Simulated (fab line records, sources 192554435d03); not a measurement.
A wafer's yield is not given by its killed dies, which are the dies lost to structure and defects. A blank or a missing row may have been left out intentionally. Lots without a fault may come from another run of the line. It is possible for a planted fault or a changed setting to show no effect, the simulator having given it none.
Matching of chambers -- flow n5Finfet -- N5_BEOL_M11_CURE_71 on uvCure-01 has 3 sister chambers
The step cures SiCOH lowk, time 240 s. 16 wafers are shown with their chamber, then 8 later ones without.

== WAFERS PAIRED WITH THEIR CHAMBERS ==
wafer,chamber,wafer_temp_C_max,lampPowerPct (%)
L075.1,0,387.8,52.36
L075.4,0,387.8,52.37
L075.6,0,387.8,52.24
L079.1,1,388.4,52.37
L079.3,1,387.6,52.26
L079.4,1,388.3,52.33
L087.1,2,386.7,52.35
L087.3,2,386.5,52.33
L087.6,2,387.1,52.29
L087.2,2,387.2,52.31
L087.4,2,386.7,52.35
L087.5,2,386.2,52.33
L086.1,1,387.3,52.31
L086.3,1,387.4,52.25
L086.5,1,387.2,52.23
L091.3,0,388.2,52.27

SIGNATURES (averages over the wafers above)
reading,chamber 0,chamber 1,chamber 2,scatter within a chamber
wafer_temp_C_max,387.900,387.700,386.733,0.409
lampPowerPct,52.3100,52.2917,52.3267,0.0479
Rule: for a wafer and a chamber, the distance is found by dividing, reading by reading, the gap between the wafer's reading and the chamber's mean by the reading's scatter, squaring, summing and taking the root. The wafer belongs to the nearest chamber; if the next one is less than 2 further off, it can't be placed. The scatter: take each reading less its chamber's mean, square it, sum over the shown wafers, divide by the number of wafers less the number of chambers, and take the root.

== WAFERS MISSING THEIR CHAMBER ==
wafer,wafer_temp_C_max,lampPowerPct (%)
L091.5,388.8,52.32
L091.6,387.1,52.40
L093.2,388.8,52.27
L093.3,388.1,52.25
L093.5,388.0,52.32
L092.2,388.3,52.30
L092.3,388.6,52.32
L092.6,387.5,52.37

== THE CHAMBER EACH PASSED THROUGH ==
wafer,from the rows above,in truth
L091.5,can't be placed: 0 or 1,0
L091.6,can't be placed: 2 or 1 or 0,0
L093.2,can't be placed: 0 or 1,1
L093.3,can't be placed: 1 or 0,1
L093.5,can't be placed: 0 or 1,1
L092.2,can't be placed: 0 or 1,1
L092.3,can't be placed: 0 or 1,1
L092.6,can't be placed: 0 or 1 or 2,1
0 of 8 placed correctly. These rows do not allow placing 8 (true chamber among the candidates in 8). Wrongly placed: 0.
